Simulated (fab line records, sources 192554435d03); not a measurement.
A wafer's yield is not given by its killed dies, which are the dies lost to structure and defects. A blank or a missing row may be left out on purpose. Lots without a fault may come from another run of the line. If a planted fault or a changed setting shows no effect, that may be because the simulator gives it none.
Which tool did it? -- flow n5Finfet -- Sampling: 24 lots, 72 wafers, 6 of 1938 route steps

== WHAT THE GAUGES SHOWED, per wafer ==
Not one reading of a measure or inspect step in the record can be checked against a usual standard deviation.

== TOOL THAT RAN EACH LOT (tool first, then ch and the chambers of the sampled wafers, then the start) ==
lot,N5_BEOL_M6_DESCUM_16,N5_BEOL_M6_STRIP_36,N5_BEOL_M6_DEGAS_44,N5_BEOL_M7_STRIP_67,N5_BEOL_M7_CURE_75,N5_BEOL_M8_PECVD_70
L074,"rieDiel-02 ch 1,2, day 8 11:13","rieDiel-06 ch 0,3, day 8 14:06","pvdSputter-03, day 8 15:16","rieDiel-03 ch 2,3, day 8 18:48","uvCure-03 ch 0, day 8 20:26","pecvd-04 ch 0,1, day 9 00:46"
L075,"rieDiel-05 ch 0,2, day 8 11:31","rieDiel-06 ch 1,2, day 8 13:42","pvdSputter-02, day 8 14:29","rieDiel-01 ch 0,1, day 8 18:22","uvCure-03 ch 1, day 8 19:56","pecvd-03 ch 0,1,2, day 8 22:40"
L076,"rieDiel-02 ch 1,2,3, day 9 00:49","rieDiel-06 ch 1,2,3, day 9 03:02","pvdSputter-02, day 9 03:45","rieDiel-04 ch 1,3, day 9 09:56","uvCure-01 ch 0, day 9 13:00","pecvd-01 ch 0,1, day 9 15:53"
L077,"rieDiel-02 ch 1,2, day 9 04:52","rieDiel-02 ch 0,1, day 9 06:14","pvdSputter-01, day 9 09:06","rieDiel-04 ch 0,2,3, day 9 13:45","uvCure-02 ch 1, day 9 16:25","pecvd-04 ch 0,1,2, day 9 19:58"
L078,"rieDiel-05 ch 0,1,2, day 9 13:46","rieDiel-06 ch 0,1,2, day 9 15:42","pvdSputter-03, day 9 17:06","rieDiel-03 ch 0,1, day 9 21:49","uvCure-03 ch 1, day 10 01:39","pecvd-01 ch 0, day 10 05:06"
L080,"rieDiel-05 ch 0,1,2, day 9 18:54","rieDiel-06 ch 0,1, day 9 20:43","pvdSputter-02, day 9 21:28","rieDiel-01 ch 0,1,3, day 10 05:10","uvCure-01 ch 0, day 10 07:24","pecvd-04 ch 1,2, day 10 11:55"
L079,"rieDiel-02 ch 0,1,3, day 9 21:49","rieDiel-02 ch 0,2,3, day 10 01:23","pvdSputter-01, day 10 02:31","rieDiel-04 ch 0,1,2, day 10 08:14","uvCure-02 ch 2, day 10 09:32","pecvd-04 ch 0,2, day 10 13:20"
L081,"rieDiel-06 ch 0,1,2, day 10 04:47","rieDiel-02 ch 0,1,2, day 10 06:29","pvdSputter-02, day 10 07:44","rieDiel-03 ch 2,3, day 10 11:05","uvCure-03 ch 1, day 10 13:10","pecvd-03 ch 0,1, day 10 17:55"
L082,"rieDiel-05 ch 0,2,3, day 10 05:23","rieDiel-05 ch 0,2,3, day 10 06:55","pvdSputter-01, day 10 07:52","rieDiel-01 ch 0,2,3, day 10 13:14","uvCure-02 ch 0, day 10 15:11","pecvd-03 ch 0,1, day 10 19:22"
L083,"rieDiel-05 ch 0,1, day 10 20:47","rieDiel-05 ch 0,1, day 10 23:57","pvdSputter-03, day 11 02:05","rieDiel-04 ch 1,2, day 11 06:24","uvCure-02 ch 1, day 11 10:09","pecvd-03 ch 0,1,2, day 11 12:56"
L084,"rieDiel-05 ch 1,3, day 11 06:05","rieDiel-02 ch 0,1, day 11 09:23","pvdSputter-03, day 11 10:32","rieDiel-01 ch 0,1,2, day 11 14:31","uvCure-01 ch 0, day 11 16:31","pecvd-01 ch 0,1,2, day 11 18:57"
L086,"rieDiel-05 ch 2,3, day 11 07:04","rieDiel-06 ch 1,2,3, day 11 09:17","pvdSputter-01, day 11 10:00","rieDiel-04 ch 0,2, day 11 14:19","uvCure-03 ch 0, day 11 16:55","pecvd-04 ch 1,2, day 11 19:52"
L085,"rieDiel-05 ch 0,1,3, day 11 11:00","rieDiel-06 ch 0,3, day 11 12:55","pvdSputter-03, day 11 13:52","rieDiel-03 ch 1,2, day 11 17:44","uvCure-02 ch 1, day 11 20:10","pecvd-03 ch 0,1,2, day 11 22:52"
L087,"rieDiel-05 ch 1,3, day 11 21:07","rieDiel-05 ch 0,1,3, day 11 22:53","pvdSputter-02, day 11 23:40","rieDiel-04 ch 0,1, day 12 06:20","uvCure-01 ch 0, day 12 08:08","pecvd-01 ch 0,1,2, day 12 11:28"
L088,"rieDiel-02 ch 1,3, day 12 08:56","rieDiel-06 ch 0,1,2, day 12 11:56","pvdSputter-03, day 12 13:00","rieDiel-01 ch 0,1, day 12 19:02","uvCure-03 ch 2, day 12 21:06","pecvd-03 ch 0,1,2, day 13 01:34"
L089,"rieDiel-05 ch 0,2,3, day 12 09:04","rieDiel-02 ch 0,1, day 12 12:06","pvdSputter-03, day 12 13:07","rieDiel-04 ch 1,2,3, day 12 19:37","uvCure-01 ch 2, day 12 21:20","pecvd-03 ch 1,2, day 13 02:21"
L090,"rieDiel-02 ch 0,1,3, day 12 10:33","rieDiel-05 ch 0,2,3, day 12 12:22","pvdSputter-01, day 12 14:00","rieDiel-04 ch 0,3, day 12 19:19","uvCure-02 ch 2, day 12 21:08","pecvd-04 ch 0,1,2, day 13 01:27"
L091,"rieDiel-05 ch 0,1,2, day 13 00:56","rieDiel-06 ch 2,3, day 13 02:08","pvdSputter-02, day 13 04:02","rieDiel-01 ch 1,3, day 13 07:46","uvCure-01 ch 1, day 13 12:21","pecvd-04 ch 0,2, day 13 15:34"
L092,"rieDiel-06 ch 1,2, day 13 04:43","rieDiel-06 ch 1,3, day 13 06:07","pvdSputter-03, day 13 07:18","rieDiel-01 ch 0,1,2, day 13 12:44","uvCure-01 ch 1, day 13 16:14","pecvd-03 ch 0,1, day 13 19:05"
L093,"rieDiel-02 ch 1,3, day 13 09:14","rieDiel-06 ch 0,2, day 13 11:16","pvdSputter-02, day 13 12:07","rieDiel-01 ch 1,2,3, day 13 16:58","uvCure-02 ch 0, day 13 18:17","pecvd-03 ch 0,1, day 13 21:04"
L094,"rieDiel-02 ch 0,1,2, day 13 12:35","rieDiel-02 ch 1,2,3, day 13 15:29","pvdSputter-03, day 13 16:35","rieDiel-04 ch 0,1,3, day 13 20:25","uvCure-03 ch 1, day 13 23:05","pecvd-01 ch 0,1,2, day 14 02:20"
L095,"rieDiel-05 ch 0,2, day 13 17:04","rieDiel-06 ch 0,2,3, day 13 18:16","pvdSputter-03, day 13 19:16","rieDiel-03 ch 0,1,3, day 13 23:55","uvCure-03 ch 2, day 14 03:36","pecvd-03 ch 0,1,2, day 14 07:16"
L096,"rieDiel-06 ch 0,2,3, day 14 03:26","rieDiel-05 ch 1,2,3, day 14 04:37","pvdSputter-01, day 14 05:20","rieDiel-04 ch 0,3, day 14 09:59","uvCure-02 ch 1, day 14 13:17","pecvd-04 ch 0,2, day 14 16:17"
L097,"rieDiel-02 ch 1,2, day 14 05:49","rieDiel-05 ch 0,1, day 14 08:55","pvdSputter-03, day 14 09:46","rieDiel-01 ch 0,2,3, day 14 14:33","uvCure-03 ch 0, day 14 16:05","pecvd-04 ch 0,1,2, day 14 19:56"
- N5_BEOL_M6_DESCUM_16: chemistry O2, time 7.9 s.
- N5_BEOL_M6_STRIP_36: strips in N2/H2.
- N5_BEOL_M6_DEGAS_44: time 60 s.
- N5_BEOL_M7_STRIP_67: strips in CF4.
- N5_BEOL_M7_CURE_75: cures SiCOH lowk, time 120 s.
- N5_BEOL_M8_PECVD_70: deposits SiO2 from TEOS/O2, target thk 20 nm, time 22.7 s.

== WHAT THE TOOLS THEMSELVES READ (means of the sampled wafers that have a number; where no wafer has one, the mark that the record gives instead) ==
N5_BEOL_M6_DESCUM_16.
lot,tool,drypumpMotorCurrentA (A),oesProductAu (a.u.),rfVppV (V),showerheadPlenumPTorr (Torr),throttleValvePct (%)
L074,rieDiel-02,5.9,0.71,242.8,2.07,20.5
L075,rieDiel-05,5.3,0.77,244.0,2.13,20.5
L076,rieDiel-02,5.8,0.72,243.5,2.08,20.7
L077,rieDiel-02,5.5,0.71,242.9,2.08,20.7
L078,rieDiel-05,5.5,0.78,243.8,2.13,20.5
L080,rieDiel-05,5.5,0.77,242.5,2.13,20.5
L079,rieDiel-02,6.2,0.76,243.5,2.12,20.5
L081,rieDiel-06,5.9,0.71,244.0,2.11,20.6
L082,rieDiel-05,5.3,0.77,244.6,2.16,20.4
L083,rieDiel-05,6.0,0.80,242.7,2.11,20.7
L084,rieDiel-05,6.0,0.80,244.0,2.15,20.6
L086,rieDiel-05,5.3,0.76,244.4,2.20,20.3
L085,rieDiel-05,5.7,0.78,243.9,2.14,20.6
L087,rieDiel-05,5.7,0.79,244.3,2.18,20.5
L088,rieDiel-02,6.1,0.91,242.6,2.06,20.1
L089,rieDiel-05,5.3,0.75,245.0,2.16,20.5
L090,rieDiel-02,6.2,0.85,243.7,2.11,20.3
L091,rieDiel-05,5.5,0.75,243.6,2.12,20.6
L092,rieDiel-06,5.6,0.72,243.8,2.11,20.4
L093,rieDiel-02,6.0,0.80,243.4,2.07,20.5
L094,rieDiel-02,6.0,0.81,243.8,2.10,20.4
L095,rieDiel-05,5.1,0.72,243.8,2.13,20.4
L096,rieDiel-06,5.9,0.73,242.9,2.08,20.7
L097,rieDiel-02,5.9,0.85,243.4,2.05,20.2

N5_BEOL_M6_STRIP_36.
lot,tool,drypumpMotorCurrentA (A),oesProductAu (a.u.),rfVppV (V),showerheadPlenumPTorr (Torr),throttleValvePct (%)
L074,rieDiel-06,5.9,0.78,59.3,2.54,23.97
L075,rieDiel-06,5.6,0.72,60.4,2.60,23.52
L076,rieDiel-06,5.6,0.76,60.2,2.57,23.62
L077,rieDiel-02,6.4,0.76,59.3,2.57,23.65
L078,rieDiel-06,5.9,0.71,58.3,2.56,23.79
L080,rieDiel-06,5.9,0.69,59.2,2.57,23.75
L079,rieDiel-02,5.8,0.78,60.2,2.58,23.93
L081,rieDiel-02,6.0,0.75,59.1,2.57,23.78
L082,rieDiel-05,5.3,0.77,59.5,2.60,23.46
L083,rieDiel-05,5.7,0.79,61.8,2.54,23.71
L084,rieDiel-02,6.4,0.77,58.6,2.64,23.78
L086,rieDiel-06,5.6,0.74,58.0,2.57,23.65
L085,rieDiel-06,5.9,0.76,60.5,2.53,24.00
L087,rieDiel-05,5.7,0.78,59.5,2.58,23.68
L088,rieDiel-06,5.9,0.69,59.4,2.55,23.82
L089,rieDiel-02,6.4,0.87,59.1,2.63,23.64
L090,rieDiel-05,5.3,0.74,60.4,2.59,23.50
L091,rieDiel-06,5.6,0.77,58.8,2.54,23.78
L092,rieDiel-06,5.7,0.71,60.1,2.58,23.64
L093,rieDiel-06,5.8,0.71,58.3,2.52,23.86
L094,rieDiel-02,5.8,0.78,58.2,2.51,23.71
L095,rieDiel-06,5.9,0.72,58.1,2.52,23.96
L096,rieDiel-05,5.5,0.75,60.5,2.60,23.65
L097,rieDiel-05,5.8,0.75,58.9,2.53,23.76

N5_BEOL_M6_DEGAS_44.
lot,tool,heaterPowerW (W)
L074,pvdSputter-03,362
L075,pvdSputter-02,322
L076,pvdSputter-02,297
L077,pvdSputter-01,317
L078,pvdSputter-03,318
L080,pvdSputter-02,306
L079,pvdSputter-01,335
L081,pvdSputter-02,295
L082,pvdSputter-01,330
L083,pvdSputter-03,328
L084,pvdSputter-03,313
L086,pvdSputter-01,326
L085,pvdSputter-03,350
L087,pvdSputter-02,311
L088,pvdSputter-03,341
L089,pvdSputter-03,340
L090,pvdSputter-01,319
L091,pvdSputter-02,316
L092,pvdSputter-03,343
L093,pvdSputter-02,286
L094,pvdSputter-03,318
L095,pvdSputter-03,342
L096,pvdSputter-01,325
L097,pvdSputter-03,341

N5_BEOL_M7_STRIP_67.
lot,tool,drypumpMotorCurrentA (A),oesProductAu (a.u.),rfVppV (V),showerheadPlenumPTorr (Torr),throttleValvePct (%)
L074,rieDiel-03,5.4,0.75,269.9,1.77,13.87
L075,rieDiel-01,5.5,0.75,272.5,1.84,13.80
L076,rieDiel-04,6.0,0.87,271.1,1.77,13.59
L077,rieDiel-04,5.4,0.71,270.0,1.77,13.74
L078,rieDiel-03,5.7,0.73,272.3,1.83,13.81
L080,rieDiel-01,5.7,0.85,270.8,1.79,13.46
L079,rieDiel-04,5.5,0.77,270.5,1.77,13.47
L081,rieDiel-03,5.3,0.74,271.7,1.81,13.91
L082,rieDiel-01,5.8,0.80,271.2,1.78,13.65
L083,rieDiel-04,5.8,0.78,271.4,1.82,13.38
L084,rieDiel-01,5.8,0.83,270.9,1.81,13.52
L086,rieDiel-04,5.0,0.68,270.2,1.74,13.62
L085,rieDiel-03,5.6,0.73,268.9,1.74,13.89
L087,rieDiel-04,5.2,0.75,269.1,1.72,13.63
L088,rieDiel-01,5.7,0.86,271.9,1.83,13.35
L089,rieDiel-04,5.9,0.76,270.5,1.80,13.65
L090,rieDiel-04,5.1,0.68,270.2,1.71,13.90
L091,rieDiel-01,5.9,0.75,269.1,1.75,13.57
L092,rieDiel-01,5.9,0.81,272.1,1.81,13.55
L093,rieDiel-01,6.0,0.74,271.0,1.77,13.59
L094,rieDiel-04,5.6,0.85,269.8,1.74,13.61
L095,rieDiel-03,5.6,0.71,272.2,1.82,13.89
L096,rieDiel-04,5.5,0.87,270.2,1.75,13.68
L097,rieDiel-01,5.8,0.76,270.4,1.77,13.71

N5_BEOL_M7_CURE_75.
lot,tool,lampPowerPct (%),wafer_temp_C_max
L074,uvCure-03,52.32,371.9
L075,uvCure-03,52.33,371.1
L076,uvCure-01,52.30,371.9
L077,uvCure-02,52.30,371.2
L078,uvCure-03,52.35,371.1
L080,uvCure-01,52.26,371.8
L079,uvCure-02,52.29,370.8
L081,uvCure-03,52.26,371.1
L082,uvCure-02,52.28,371.2
L083,uvCure-02,52.27,371.2
L084,uvCure-01,52.30,372.2
L086,uvCure-03,52.31,371.9
L085,uvCure-02,52.38,371.5
L087,uvCure-01,52.33,372.1
L088,uvCure-03,52.34,372.2
L089,uvCure-01,52.37,371.5
L090,uvCure-02,52.28,371.4
L091,uvCure-01,52.36,372.6
L092,uvCure-01,52.25,372.4
L093,uvCure-02,52.28,371.2
L094,uvCure-03,52.32,371.1
L095,uvCure-03,52.33,372.0
L096,uvCure-02,52.26,371.0
L097,uvCure-03,52.31,371.8

N5_BEOL_M8_PECVD_70.
lot,tool,heaterPowerW (W),showerheadPlenumPTorr (Torr),throttleValvePct (%)
L074,pecvd-04,810,8.73,23.4
L075,pecvd-03,727,8.74,21.8
L076,pecvd-01,760,8.73,22.3
L077,pecvd-04,803,8.74,22.8
L078,pecvd-01,782,8.73,20.5
L080,pecvd-04,869,8.76,22.6
L079,pecvd-04,779,8.73,22.9
L081,pecvd-03,779,8.74,21.1
L082,pecvd-03,740,8.75,21.4
L083,pecvd-03,665,8.74,21.9
L084,pecvd-01,726,8.74,21.9
L086,pecvd-04,854,8.77,22.8
L085,pecvd-03,717,8.74,21.8
L087,pecvd-01,737,8.77,21.8
L088,pecvd-03,744,8.74,21.8
L089,pecvd-03,729,8.74,21.4
L090,pecvd-04,860,8.75,22.9
L091,pecvd-04,793,8.74,22.8
L092,pecvd-03,786,8.74,20.8
L093,pecvd-03,758,8.75,21.0
L094,pecvd-01,762,8.76,22.0
L095,pecvd-03,727,8.76,21.9
L096,pecvd-04,769,8.75,22.9
L097,pecvd-04,861,8.76,22.7

== THE ANSWER, worked out from the rows above alone ==
Rule: usual is defined by the lots themselves. The widest of any qualifying gaps counts: lots, ordered by their means at a reading, are off when they make up no more than a third of the lots, leave a main group of 4 or more, and stand apart from it by 3 or more times the standard deviation of that group's means. The tables above print the reading to a certain number of digits; a main group whose means all agree to those digits is not used. Also off: a lot with no number at a reading for which 4 or more lots have one. The other lots that the step has rows for count as sound. First the gauges in route order, then the tools' own readings, where a lot's mean is used as printed above. The first step at which some lot is off is used, and at that step the reading that is off furthest; a lot without a number counts as furthest.
No lot is off on any of the readings shown, so nothing can be concluded from this.

== WHAT HAD BEEN PUT IN BY THE SIMULATOR ==
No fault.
